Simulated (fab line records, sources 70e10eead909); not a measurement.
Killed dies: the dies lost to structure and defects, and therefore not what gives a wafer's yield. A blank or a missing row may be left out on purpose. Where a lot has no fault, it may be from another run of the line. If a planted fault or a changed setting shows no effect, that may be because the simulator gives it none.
fab line records	flow nand_harc
record lots=6	wafers=18	last_day=24
route steps=1159 shown A_SGD_CUT@752 A_SLIT@779 END@1159
lots that met no fault: from a run of the same line without faults
start_h: hours from the record's opening day to when the first of the lot's shown wafers began	wait_h: time in hours since the lot's previous step	" same as the row above	L1.1+2: a row that stands for several wafers	- no value, or no start given	* or withheld: withheld	< > ~ a bound
route shown NAME@n: NAME is a module with steps in the file, n the number in the route of the first one	usual: the fault-free wafers' mean and standard deviation	same: alike in all rows	chamber/n: place in a boat	sites: per-site readings	_std_site: standard deviation across them	_edge_site: the outer-site mean with the inner-site mean subtracted	radius_mm: for every site, how far away it sits from the centre of the wafer	mask NAME#n: copy n	behind: the most recent tool/chamber to have shaped the wafer	hold: what put the lot on hold/how long, in hours/how the hold closed	device: which transistor (n, p or np) failed to switch	end of line: at the end of the route, the tests of the same wafers	step lacking rows: just its recipe	killed: at the first sort, the dies lost to defects and structure; wafer yield is something else	map: the dies of a wafer, with x for killed, . for not killed, _ for no die there
set.NAME: the setting the step ran with; set.NAME@STEP: the setting that earlier step ran with	model.NAME: the simulator's own value behind a step, which no gauge read
a table for each step, a row for each wafer; lots at some steps of the route
services: a tool's chamber out of use, with start hour (start_h, from the record's first day; less than 0 if before it), hours out, and reason
## steps
# step NHARC_A_SGD_CUT_COAT_03
# recipe spin_rpm=1500	resist_thk_nm=90
# step NHARC_A_SGD_CUT_SOFTBAKE_04
# recipe temp_c=105	time_s=55
# step NHARC_A_SGD_CUT_EBR_05
# step NHARC_A_SGD_CUT_EXPOSE_06
# recipe na=1.35	dose_mj=85.59	mask_id=SGD
# step NHARC_A_SGD_CUT_PEB_07
# recipe peb_temp_c=100	peb_time_s=65
# step NHARC_A_SGD_CUT_DEVELOP_08
# recipe develop_time_s=35	dev_temp_c=23
# step NHARC_A_SGD_CUT_CD_MEAS_09
# recipe target_cd_nm=100	landing_energy_ev=500
# usual cd_nm=99.8/0.85
lot.wafer	tool	chamber	start_h	wait_h	cd_nm
L847.2	cd_sem-01	0	304.73	-	101.1
L847.3	"	0	"	"	101.0
L847.4	"	0	"	"	100.8
L851.1	cd_sem-03	0	343.51	-	101.0
L851.2	"	0	"	"	100.2
L851.5	"	0	"	"	101.4
L853.1	cd_sem-03	0	361.10	-	98.0
L853.5	"	0	"	"	97.7
L853.6	"	0	"	"	99.0
L856.3	cd_sem-01	0	366.40	-	99.6
L856.4	"	0	"	"	99.0
L856.6	"	0	"	"	98.6
L863.2	cd_sem-03	0	412.04	-	100.6
L863.4	"	0	"	"	99.8
L863.6	"	0	"	"	99.4
L865.2	cd_sem-03	0	413.25	-	100.5
L865.5	"	0	"	"	101.4
L865.6	"	0	"	"	100.7
# step NHARC_A_SGD_CUT_OVL_MEAS_10
# usual overlay_x_nm=0.1/0.95	overlay_y_nm=-0.1/0.81
lot.wafer	tool	chamber	start_h	wait_h	overlay_x_nm	overlay_y_nm
L847.2	overlay-02	-	304.82	-	-0.5	0.2
L847.3	"	-	"	"	0.0	0.1
L847.4	"	-	"	"	0.4	0.0
L851.1	overlay-01	-	343.60	-	1.4	-0.7
L851.2	"	-	"	"	1.7	0.0
L851.5	"	-	"	"	1.7	-0.2
L853.1	overlay-02	-	361.20	-	0.7	-0.4
L853.5	"	-	"	"	0.6	-1.3
L853.6	"	-	"	"	0.3	-0.9
L856.3	overlay-01	-	366.48	-	0.5	-0.9
L856.4	"	-	"	"	-1.0	-0.3
L856.6	"	-	"	"	0.1	0.7
L863.2	overlay-01	-	412.13	-	-0.4	0.4
L863.4	"	-	"	"	-0.2	0.1
L863.6	"	-	"	"	-0.8	0.4
L865.2	overlay-01	-	413.33	-	1.4	-1.3
L865.5	"	-	"	"	1.1	-1.2
L865.6	"	-	"	"	1.1	-1.2
# step NHARC_A_SGD_CUT_INSPECT_11
# usual raw_defect_count=20/11
lot.wafer	tool	chamber	start_h	wait_h	raw_defect_count
L847.2	defect_inspect-01	-	304.86	0.0	11
L847.3	"	-	"	"	13
L847.4	"	-	"	"	4
L851.1	defect_inspect-01	-	343.63	0.0	11
L851.2	"	-	"	"	4
L851.5	"	-	"	"	10
L853.1	defect_inspect-02	-	361.26	0.1	9
L853.5	"	-	"	"	6
L853.6	"	-	"	"	4
L856.3	defect_inspect-02	-	366.52	0.0	7
L856.4	"	-	"	"	7
L856.6	"	-	"	"	10
L863.2	defect_inspect-02	-	412.17	0.0	38
L863.4	"	-	"	"	33
L863.6	"	-	"	"	23
L865.2	defect_inspect-02	-	413.37	0.0	24
L865.5	"	-	"	"	37
L865.6	"	-	"	"	18
# step NHARC_A_SGD_CUT_DESCUM_14
# recipe time_s=3	o2_flow_sccm=200	ar_flow_sccm=0	bias_power_w=0	chemistry=O2
# step NHARC_A_SGD_CUT_ETCH_58
# recipe target_depth_a=390	over_etch_frac=0.3	time_s=65	ion_energy_ev=80	cf4_flow_sccm=150	ar_flow_sccm=0	rf_w=300	bias_w=100	chemistry=CF4
# usual drypump_motor_current_A=5.8/0.48	oes_product_au=1.002/0.0099	rf_fwd_power_W=297.4/1.1	rf_vpp_V=151.3/1.3	showerhead_plenum_p_Torr=1.77/0.07	throttle_valve_pct=13.284/0.0087
# same over_etch_frac=0.3
lot.wafer	tool	chamber	start_h	wait_h	drypump_motor_current_A	oes_product_au	rf_fwd_power_W	rf_hours_counter_h	rf_vpp_V	showerhead_plenum_p_Torr	throttle_valve_pct
L847.2	rie_diel-11	1	305.02	0.1	6.4	1.017	298.2	10	152.4	1.82	13.297
L847.3	"	3	"	"	5.0	1.000	296.8	10	150.2	1.65	13.280
L847.4	"	1	"	"	6.4	1.019	299.4	-	152.4	1.82	13.274
L851.2	rie_diel-07	2	343.78	0.1	6.4	1.002	297.9	13	151.3	1.73	13.272
L851.1	"	1	"	"	5.6	0.990	296.9	12	148.8	1.67	13.272
L851.5	"	3	"	"	5.7	0.998	298.6	-	152.7	1.80	13.279
L853.1	rie_diel-07	1	361.41	0.1	5.6	0.993	298.4	14	150.3	1.67	13.289
L853.6	"	0	"	"	6.0	0.998	298.7	-	152.0	1.85	13.286
L853.5	"	1	"	"	5.6	0.994	296.8	-	151.3	1.67	13.303
L856.3	rie_diel-07	3	366.67	0.1	5.7	1.010	298.3	15	151.5	1.80	13.276
L856.4	"	1	"	"	5.6	0.998	296.6	15	150.2	1.67	13.278
L856.6	"	0	"	"	6.0	1.009	298.6	-	153.7	1.85	13.283
L863.2	rie_diel-11	0	412.37	0.1	5.9	1.009	296.8	4	152.2	1.82	13.297
L863.4	"	2	"	"	5.3	0.982	298.8	4	151.0	1.73	13.282
L863.6	"	0	"	"	5.8	1.008	297.2	-	151.1	1.82	13.290
L865.2	rie_diel-05	2	413.53	0.1	6.1	1.010	298.0	6	151.4	1.85	13.287
L865.6	"	0	"	"	6.4	1.002	297.4	-	151.5	1.81	13.278
L865.5	"	1	"	"	5.5	0.997	297.3	-	151.8	1.82	13.296
# step NHARC_A_SGD_CUT_ETCH_59
# recipe target_depth_a=2600	over_etch_frac=0.25	time_s=406.25	ion_energy_ev=200	n2_flow_sccm=150	h2_flow_sccm=150	ar_flow_sccm=0	rf_w=400	bias_w=150	chemistry=N2/H2
# usual drypump_motor_current_A=5.8/0.48	oes_product_au=1.001/0.0099	rf_fwd_power_W=399.2/1.2	rf_vpp_V=430.6/2.6	showerhead_plenum_p_Torr=2.04/0.089	throttle_valve_pct=14.170/0.009
# same over_etch_frac=0.25
lot.wafer	tool	chamber	start_h	wait_h	drypump_motor_current_A	oes_product_au	rf_fwd_power_W	rf_hours_counter_h	rf_vpp_V	showerhead_plenum_p_Torr	throttle_valve_pct
L847.2	rie_diel-11	1	-	-	6.4	0.991	400.7	11	432.5	2.10	14.177
L847.3	"	2	"	"	5.3	0.993	398.3	10	430.3	2.00	14.180
L847.4	"	3	"	"	5.0	0.998	399.7	-	424.8	1.89	14.165
L851.1	rie_diel-07	3	-	-	5.7	1.000	398.5	12	432.0	2.08	14.159
L851.2	"	1	"	"	5.6	0.991	398.2	12	426.8	1.92	14.162
L851.5	"	3	"	"	5.7	0.996	400.3	-	432.4	2.08	14.167
L853.1	rie_diel-07	0	-	-	6.0	1.009	401.0	12	432.9	2.14	14.174
L853.5	"	0	"	"	6.0	1.004	399.8	-	433.2	2.14	14.174
L853.6	"	1	"	"	5.6	0.989	397.2	-	428.0	1.92	14.172
L856.4	rie_diel-07	0	-	-	6.0	1.005	400.1	13	431.3	2.14	14.174
L856.3	"	2	"	"	6.5	1.005	399.7	16	430.7	1.99	14.174
L856.6	"	3	"	"	5.7	1.008	397.6	-	430.7	2.08	14.176
L863.4	rie_diel-11	2	-	-	5.3	0.995	398.6	4	428.7	1.99	14.177
L863.2	"	3	"	"	5.0	0.994	399.0	4	424.6	1.89	14.160
L863.6	"	3	"	"	5.1	0.999	398.4	-	426.1	1.89	14.172
L865.2	rie_diel-05	0	-	-	6.4	1.000	398.7	6	431.2	2.10	14.150
L865.5	"	0	"	"	6.4	1.002	397.8	-	431.6	2.10	14.167
L865.6	"	1	"	"	5.6	0.999	399.3	-	431.6	2.10	14.179
# step NHARC_A_SGD_CUT_ETCH_15
# recipe target_depth_a=750	time_s=64.3	ch3f_flow_sccm=50	o2_flow_sccm=30	ar_flow_sccm=200	rf_w=500	bias_w=100	chemistry=CH3F/O2
# usual drypump_motor_current_A=5.8/0.5	oes_product_au=0.963/0.016	rf_fwd_power_W=495.5/1.8	rf_vpp_V=263.8/1.7	showerhead_plenum_p_Torr=2.45/0.1	throttle_valve_pct=20.664/0.0099
lot.wafer	tool	chamber	start_h	wait_h	drypump_motor_current_A	oes_product_au	rf_fwd_power_W	rf_hours_counter_h	rf_vpp_V	showerhead_plenum_p_Torr	throttle_valve_pct
L847.2	rie_diel-11	2	305.49	-	5.3	0.975	493.7	10	264.0	2.41	20.662
L847.3	"	1	"	"	6.4	0.963	495.2	11	265.6	2.53	20.676
L847.4	"	1	"	"	6.4	0.958	494.2	-	265.3	2.53	20.668
L851.2	rie_diel-07	2	344.18	-	6.4	0.980	496.5	13	262.8	2.41	20.666
L851.1	"	0	"	"	6.0	0.963	497.2	10	265.5	2.58	20.666
L851.5	"	3	"	"	5.7	0.975	500.2	-	265.5	2.50	20.668
L853.1	rie_diel-07	3	361.81	-	5.7	0.965	495.5	14	264.7	2.50	20.663
L853.6	"	1	"	"	5.6	0.952	493.5	-	260.6	2.32	20.680
L853.5	"	2	"	"	6.4	0.946	497.9	-	261.9	2.41	20.651
L856.4	rie_diel-07	1	367.06	-	5.6	0.940	493.0	15	262.4	2.32	20.657
L856.3	"	2	"	"	6.4	0.957	494.5	16	264.1	2.41	20.654
L856.6	"	1	"	"	5.6	0.945	494.6	-	262.3	2.32	20.651
L863.4	rie_diel-11	2	412.77	-	5.3	0.945	492.3	4	263.3	2.40	20.677
L863.2	"	0	"	"	5.8	0.958	495.9	4	264.9	2.53	20.662
L863.6	"	2	"	"	5.3	0.939	492.3	-	262.0	2.40	20.688
L865.2	rie_diel-05	2	413.93	-	6.1	0.981	494.5	6	264.4	2.58	20.667
L865.5	"	3	"	"	5.0	0.959	494.5	-	262.4	2.33	20.654
L865.6	"	0	"	"	6.4	0.962	495.7	-	265.2	2.53	20.667
# step NHARC_A_SGD_CUT_ETCH_16
# recipe target_depth_a=3105	time_s=155.2	c4f8_flow_sccm=withheld	o2_flow_sccm=8	ar_flow_sccm=withheld	rf_w=600	bias_w=800	chemistry=C4F8/O2/Ar
# step NHARC_A_SGD_CUT_STRIP_60
# recipe c4f8_flow_sccm=withheld	o2_flow_sccm=8	ar_flow_sccm=withheld	bias_w=0	chemistry=C4F8/O2/Ar
# step NHARC_A_SGD_CUT_STRIP_17
# recipe o2_flow_sccm=500	ar_flow_sccm=0	bias_w=0	chemistry=O2
# step NHARC_A_SGD_CUT_PRECLEAN_18
# recipe time_s=*	temp_c=50	bath_age_min=0	chemistry=SC1
# step NHARC_A_SGD_CUT_SRD_19
# step NHARC_A_SGD_CUT_DEP_20
# recipe target_thk_a=1500	temp_c=65	material=SiO2
# step NHARC_A_SGD_CUT_ANNEAL_27
# recipe temp_c=450	time_s=1800
# step NHARC_A_SGD_CUT_CMP_21
# recipe target_thk_nm=148.19
# usual motor_current_A=12.4/1.3	time_to_endpoint_s=50/3.3
lot.wafer	tool	chamber	start_h	wait_h	motor_current_A	time_to_endpoint_s
L847.3	cmp-04	3	314.60	0.4	10.4	49
L847.4	"	0	"	"	10.6	44
L847.2	"	1	"	"	12.1	57
L851.1	cmp-01	3	349.22	0.4	12.5	51
L851.2	"	0	"	"	11.7	48
L851.5	"	2	"	"	12.7	49
L853.1	cmp-04	3	368.44	0.4	10.5	50
L853.5	"	3	"	"	10.0	49
L853.6	"	0	"	"	9.8	43
L856.4	cmp-03	0	372.31	0.4	15.5	52
L856.3	"	2	"	"	11.9	48
L856.6	"	0	"	"	16.1	52
L863.2	cmp-04	1	417.19	0.4	11.8	54
L863.4	"	0	"	"	9.8	41
L863.6	"	1	"	"	12.2	56
L865.2	cmp-04	1	417.36	0.5	11.8	55
L865.6	"	0	"	"	10.0	42
L865.5	"	1	"	"	11.8	53
# step NHARC_A_SGD_CUT_THK_MEAS_22
# recipe thk_meas_gauge=ellipsometry
# usual thk_nm=148.2/1.3
lot.wafer	tool	chamber	start_h	wait_h	thk_nm
L847.2	film_metro-02	-	314.84	0.2	150.3
L847.3	"	-	"	"	147.5
L847.4	"	-	"	"	149.0
L851.1	film_metro-01	-	349.42	0.2	149.3
L851.2	"	-	"	"	146.5
L851.5	"	-	"	"	147.2
L853.1	film_metro-01	-	368.69	0.2	146.7
L853.5	"	-	"	"	147.9
L853.6	"	-	"	"	146.8
L856.3	film_metro-01	-	372.57	0.2	148.0
L856.4	"	-	"	"	145.8
L856.6	"	-	"	"	147.6
L863.2	film_metro-02	-	417.44	0.2	149.1
L863.4	"	-	"	"	145.4
L863.6	"	-	"	"	150.4
L865.2	film_metro-01	-	417.59	0.2	149.2
L865.5	"	-	"	"	149.1
L865.6	"	-	"	"	147.0
# step NHARC_A_SGD_CUT_SRD_23
# step NHARC_A_SGD_CUT_ETCH_26
# recipe target_depth_a=458	chemistry=dHF	material=SiO2
# step NHARC_A_SGD_CUT_ETCHBACK_24
# recipe target_depth_a=500	over_etch_frac=0.3	time_s=92.857	ion_energy_ev=120	ch3f_flow_sccm=50	o2_flow_sccm=30	ar_flow_sccm=200	rf_w=500	bias_w=100	chemistry=CH3F/O2
# usual drypump_motor_current_A=5.8/0.5	oes_product_au=0.98/0.033	rf_fwd_power_W=496.0/1.8	rf_vpp_V=244.4/1.6	showerhead_plenum_p_Torr=2.47/0.097	throttle_valve_pct=20.664/0.0099
# same over_etch_frac=0.3
lot.wafer	tool	chamber	start_h	wait_h	drypump_motor_current_A	oes_product_au	rf_fwd_power_W	rf_hours_counter_h	rf_vpp_V	showerhead_plenum_p_Torr	throttle_valve_pct
L847.3	rie_diel-05	0	315.06	0.2	6.4	1.01	494.8	10	245.4	2.53	20.658
L847.4	"	1	"	"	5.6	1.00	493.1	10	243.7	2.53	20.687
L847.2	"	3	"	"	5.0	1.02	492.9	11	242.1	2.33	20.660
L851.2	rie_diel-11	2	349.66	0.2	5.3	0.92	499.0	15	243.5	2.41	20.657
L851.1	"	0	"	"	5.8	0.94	497.3	11	243.4	2.53	20.661
L851.5	"	1	"	"	6.4	0.94	494.4	-	246.3	2.53	20.663
L853.1	rie_diel-07	0	368.94	0.2	6.0	0.93	497.0	14	246.9	2.58	20.648
L853.6	"	2	"	"	6.4	0.95	497.8	-	244.5	2.41	20.650
L853.5	"	3	"	"	5.7	0.94	499.6	-	245.6	2.50	20.653
L856.3	rie_diel-05	0	372.79	0.1	6.4	0.99	494.9	2	244.4	2.53	20.662
L856.4	"	3	"	"	5.0	1.01	494.5	2	242.6	2.33	20.659
L856.6	"	0	"	"	6.4	1.00	493.7	-	244.9	2.53	20.664
L863.4	rie_diel-05	3	417.66	0.1	5.0	1.01	495.0	6	243.9	2.33	20.664
L863.2	"	1	"	"	5.6	1.01	497.2	6	243.9	2.53	20.658
L863.6	"	3	"	"	5.0	1.00	495.2	-	242.7	2.33	20.682
L865.2	rie_diel-05	3	417.82	0.1	5.0	0.92	497.0	6	242.7	2.33	20.669
L865.5	"	3	"	"	5.0	0.93	496.0	-	243.2	2.33	20.663
L865.6	"	0	"	"	6.4	0.94	496.4	-	246.3	2.53	20.667
# step NHARC_A_SGD_CUT_STRIP_28
# recipe time_s=20	o2_flow_sccm=500	ar_flow_sccm=0	bias_w=0	chemistry=O2
# usual drypump_motor_current_A=5.8/0.5	oes_product_au=1.002/0.0099	rf_vpp_V=57.8/0.89	showerhead_plenum_p_Torr=3.53/0.14	throttle_valve_pct=17.036/0.0089
lot.wafer	tool	chamber	start_h	wait_h	drypump_motor_current_A	oes_product_au	rf_hours_counter_h	rf_vpp_V	showerhead_plenum_p_Torr	throttle_valve_pct
L847.2	rie_diel-05	2	-	-	6.1	1.001	11	59.5	3.70	17.038
L847.4	"	3	"	"	5.0	1.013	11	58.1	3.36	17.036
L847.3	"	0	"	"	6.4	1.010	10	58.2	3.62	17.035
L851.1	rie_diel-11	1	-	-	6.4	1.009	16	56.5	3.62	17.036
L851.2	"	2	"	"	5.3	0.987	15	57.7	3.46	17.039
L851.5	"	0	"	"	5.9	1.008	-	58.0	3.63	17.037
L853.1	rie_diel-07	3	-	-	5.7	1.005	16	58.8	3.59	17.040
L853.5	"	2	"	"	6.5	1.011	-	56.8	3.45	17.033
L853.6	"	3	"	"	5.7	1.012	-	58.0	3.59	17.034
L856.4	rie_diel-05	1	-	-	5.6	1.022	2	57.7	3.63	17.032
L856.3	"	2	"	"	6.2	1.004	2	57.0	3.69	17.042
L856.6	"	2	"	"	6.1	1.015	-	59.0	3.69	17.029
L863.2	rie_diel-05	2	-	-	6.2	1.005	6	60.3	3.69	17.038
L863.4	"	3	"	"	5.0	1.000	6	58.0	3.35	17.025
L863.6	"	2	"	"	6.2	1.010	-	56.2	3.69	17.055
L865.2	rie_diel-05	1	-	-	5.6	0.995	6	56.7	3.63	17.035
L865.5	"	3	"	"	5.0	0.990	-	58.1	3.35	17.042
L865.6	"	0	"	"	6.4	0.996	-	56.9	3.62	17.046
# step NHARC_A_SLIT_DEP_25
# recipe target_thk_a=2000	temp_c=400	pressure_torr=6.5	rf_w=900	teos_flow_sccm=161.4	flow_sccm=2650	target_thk_nm=200	gas=O2	material=SiO2
# step NHARC_A_SLIT_DEP_00
# recipe target_thk_a=32000	temp_c=400	material=aC
# step NHARC_A_SLIT_DEP_23
# recipe target_thk_a=1000	target_thk_nm=100	temp_c=400	pressure_torr=3.5	flow_sccm=200	rf_w=350	material=SiON
# step NHARC_A_SLIT_DEHYDRATE_01
# recipe temp_c=150	time_s=120
# step NHARC_A_SLIT_HMDS_02
# recipe time_s=30
# step NHARC_A_SLIT_COAT_03
# recipe spin_rpm=1500	resist_thk_nm=90
# step NHARC_A_SLIT_SOFTBAKE_04
# recipe temp_c=105	time_s=55
# step NHARC_A_SLIT_EBR_05
# step NHARC_A_SLIT_EXPOSE_06
# recipe na=1.35	dose_mj=60.82	mask_id=SLIT
# step NHARC_A_SLIT_PEB_07
# recipe peb_temp_c=100	peb_time_s=65
# step NHARC_A_SLIT_DEVELOP_08
# recipe develop_time_s=35	dev_temp_c=23
# step NHARC_A_SLIT_CD_MEAS_09
# recipe target_cd_nm=300	landing_energy_ev=500
# usual cd_nm=299.5/0.6
lot.wafer	tool	chamber	start_h	wait_h	cd_nm
L847.2	cd_sem-03	0	318.72	-	299.3
L847.3	"	0	"	"	299.6
L847.4	"	0	"	"	300.5
L851.1	cd_sem-02	0	354.18	-	299.6
L851.2	"	0	"	"	300.7
L851.5	"	0	"	"	299.9
L853.1	cd_sem-03	0	374.99	-	298.8
L853.5	"	0	"	"	300.0
L853.6	"	0	"	"	299.5
L856.3	cd_sem-02	0	377.51	-	298.8
L856.4	"	0	"	"	298.9
L856.6	"	0	"	"	299.5
L863.2	cd_sem-01	0	423.96	-	299.6
L863.4	"	0	"	"	299.5
L863.6	"	0	"	"	300.6
L865.2	cd_sem-03	0	425.95	-	300.8
L865.5	"	0	"	"	300.7
L865.6	"	0	"	"	300.0
# step NHARC_A_SLIT_OVL_MEAS_10
# usual overlay_x_nm=0.1/0.66	overlay_y_nm=-0.1/0.69
lot.wafer	tool	chamber	start_h	wait_h	overlay_x_nm	overlay_y_nm
L847.2	overlay-02	-	318.81	-	0.1	-0.8
L847.3	"	-	"	"	-0.2	-1.1
L847.4	"	-	"	"	-0.3	-1.0
L851.1	overlay-01	-	354.27	-	0.2	-1.6
L851.2	"	-	"	"	0.5	-1.4
L851.5	"	-	"	"	1.1	-1.8
L853.1	overlay-01	-	375.08	-	0.7	-0.1
L853.5	"	-	"	"	1.1	-0.5
L853.6	"	-	"	"	1.0	-0.4
L856.3	overlay-02	-	377.60	-	-0.6	-0.3
L856.4	"	-	"	"	-1.2	-0.7
L856.6	"	-	"	"	-0.1	-0.4
L863.2	overlay-02	-	424.05	-	-0.7	0.3
L863.4	"	-	"	"	0.1	0.4
L863.6	"	-	"	"	0.2	0.4
L865.2	overlay-01	-	426.03	-	-0.2	0.0
L865.5	"	-	"	"	-0.2	0.5
L865.6	"	-	"	"	-0.1	0.0
# step NHARC_A_SLIT_DESCUM_14
# recipe time_s=3	o2_flow_sccm=200	ar_flow_sccm=0	bias_power_w=0	chemistry=O2
# step NHARC_END_SORT_01
# recipe temp_c=25
# usual killed_at_array=29/10	killed_at_other=0.7/1.1	killed_at_periphery=3.3/2.4	killed_dies=33/11	killed_open=3.3/2	killed_short=1.9/1.3
# same gross_dies=677
lot.wafer	tool	chamber	start_h	wait_h	killed_at_array	killed_at_other	killed_at_periphery	killed_dies	killed_open	killed_short
L853.1	prober-01	0	498.07	2.5	113	0	5	118	1	2
L853.5	prober-01	0	501.28	3.7	115	0	2	117	1	0
L853.6	prober-01	0	502.08	4.0	124	1	1	126	3	0
L856.3	prober-02	0	499.71	3.1	107	0	0	107	0	2
L856.4	prober-02	0	500.53	3.4	111	0	1	112	2	1
L856.6	prober-02	0	502.16	4.1	112	0	3	115	1	1
# killed by level:class
L853.1 A_SGD_CUT:unspecified=98 A_SLIT:chamber_film_flake=9 P_STI:chamber_film_flake=3 A_CHANNEL_HOLE_D1:chamber_film_flake=2 P_GATE:geometric_particle:short=1 A_CHANNEL_FILL_D1:geometric_particle:open=1 A_M0:geometric_particle:short=1 P_ZERO_WELL:chamber_film_flake=1
L856.3 A_SGD_CUT:unspecified=94 A_CONTACT:chamber_film_flake=5 A_STAIRCASE:chamber_film_flake=3 A_CHANNEL_HOLE_D1:chamber_film_flake=2 A_CHANNEL_FILL_D1:geometric_particle:short=1 A_WL_FILL:geometric_particle:short=1 A_WL_FILL:chamber_film_flake=1
L856.4 A_SGD_CUT:unspecified=99 A_CONTACT:chamber_film_flake=4 A_CHANNEL_HOLE_D1:chamber_film_flake=2 A_WL_FILL:chamber_film_flake=2 A_CHANNEL_HOLE_D1:geometric_particle:short=1 A_CONTACT:geometric_particle:open=1 A_M0:geometric_particle:open=1 P_STI:chamber_film_flake=1
L853.5 A_SGD_CUT:unspecified=99 A_SLIT:chamber_film_flake=12 P_STI:chamber_film_flake=2 A_WL_FILL:geometric_particle:open=1 A_CHANNEL_HOLE_D1:chamber_film_flake=1 A_STAIRCASE:chamber_film_flake=1 A_CONTACT:chamber_film_flake=1
L853.6 A_SGD_CUT:unspecified=102 A_SLIT:chamber_film_flake=14 A_CHANNEL_HOLE_D1:chamber_film_flake=4 A_CONTACT:chamber_film_flake=2 P_CONTACT:geometric_particle:open=1 A_WL_FILL:geometric_particle:open=1 A_BLC:geometric_particle:open=1 THIN_TSV:chamber_film_flake=1
L856.6 A_SGD_CUT:unspecified=102 A_WL_FILL:chamber_film_flake=6 A_CONTACT:chamber_film_flake=2 P_GATE:geometric_particle:short=1 P_CONTACT:geometric_particle:open=1 P_ZERO_WELL:chamber_film_flake=1 A_CHANNEL_HOLE_D1:chamber_film_flake=1 A_STAIRCASE:chamber_film_flake=1
# map L853.6 (x killed, . not)
____________.____________
_________......._________
_______..........._______
______.............______
_____..............._____
____........x.xx.....____
____..........xx.....____
___.......xxxxxxxx....___
___......xxxxxxxxx....___
__........xxxxxxxx.....__
__.......xxxxxxxxx.....__
_........xxxxxxxxx......_
_........xxxxxxxxxx....._
_.......x.xxxxxxxx......_
_.........xxxxxxx......._
_.........xxxxxxxx......_
..........xxxxxxxxx......
..........xxxxxxxx.......
.............xx..x.......
........x.......x........
..............x..........
_..............x..x....._
_............xxxxx......_
_...........x....x..x..._
_..........x..xx.x......_
_..............x........_
__.............xx......__
__................xx...__
___...................___
___...................___
____.................____
____..............x..____
_____..............._____
______.............______
_______..........._______
_________..x...._________
____________.____________
# map L856.6 (x killed, . not)
____________.____________
_________......._________
_______..........._______
______.............______
_____........x......_____
____...........x.x...____
____........xx.......____
___.......xxxxxx.x....___
___x......xxxxxxxx....___
__.......xxxxxxxx......__
__.....x..xxxxxxxxx....__
_........xxxxxxxxx......_
_........xxxxxxxxxxx...._
_........xxxxxxxxx......_
_.......x.xxxxxxx......._
_......x.xxxxxxxxx......_
...........xxxxx.........
..........xxxxx......x...
..........xxxx...........
.............xxx.........
...........x....x........
_...............x......._
_......................._
_..x...................._
_................x...x.._
_................x......_
__.....................__
__.....................__
___..............xx...___
___................x..___
____.................____
____..............x..____
_____..............._____
______.............______
_______..........._______
_________......._________
____________.____________
## services
tool	chamber	start_h	hours	kind
rie_diel-07	0	286.20	-	clean
rie_diel-07	1	286.20	-	clean
rie_diel-07	2	286.20	-	clean
rie_diel-07	3	286.20	-	clean
cmp-03	-	286.31	4.6	repair
rie_diel-05	0	295.10	-	clean
rie_diel-05	1	295.10	-	clean
cmp-01	-	299.69	1.5	repair
cmp-04	-	301.00	4.0	pm
rie_diel-11	0	301.38	34.5	repair
rie_diel-05	3	316.84	7.3	repair
cmp-03	-	319.94	3.0	repair
cmp-03	-	333.62	1.4	repair
rie_diel-05	0	333.81	4.8	repair
rie_diel-05	-	340.60	9.0	pm
cmp-03	-	352.08	4.0	pm
rie_diel-11	-	366.56	9.0	pm
cmp-01	-	373.88	0.8	repair
cmp-01	-	375.64	4.0	pm
rie_diel-07	1	377.19	1.6	repair
rie_diel-07	-	388.79	0.7	repair
cmp-04	-	399.11	4.0	pm
rie_diel-07	-	405.20	9.0	pm
cmp-04	-	411.67	1.0	repair
## key
first_sign step=NHARC_END_SORT_01	reading=killed_at_array	direction=up	sigmas=8.3	usual=29	struck=114
effect step=NHARC_END_SORT_01	reading=killed_dies	direction=up	sigmas=7.6	usual=33	struck=116
more_kills_born_at NHARC_A_SGD_CUT_ETCH_15@rie_diel-07=594
met_at NHARC_A_SGD_CUT_ETCH_15
struck_wafers L853.1,L853.5,L853.6,L856.3,L856.4,L856.6
tester_left_out L853,L856
onset_between 344.18 361.81
also_fits NHARC_A_SGD_CUT_ETCH_58:rie_diel-07,NHARC_A_SGD_CUT_ETCH_59:rie_diel-07
fault kind=chamber_particle_source	tool=rie_diel-07	chamber=-	onset_h=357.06	steps=NHARC_A_SGD_CUT_ETCH_15	rate_per_visit_cm2=1.4723	end_h=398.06
# tester_left_out: of these lots the tester's yield and bins aren't shown, on N5 and GAA mostly nor the transistor test; their killed dies are dies lost to structure and defects alone, not to doping, threshold or leakage, so they don't give the yield
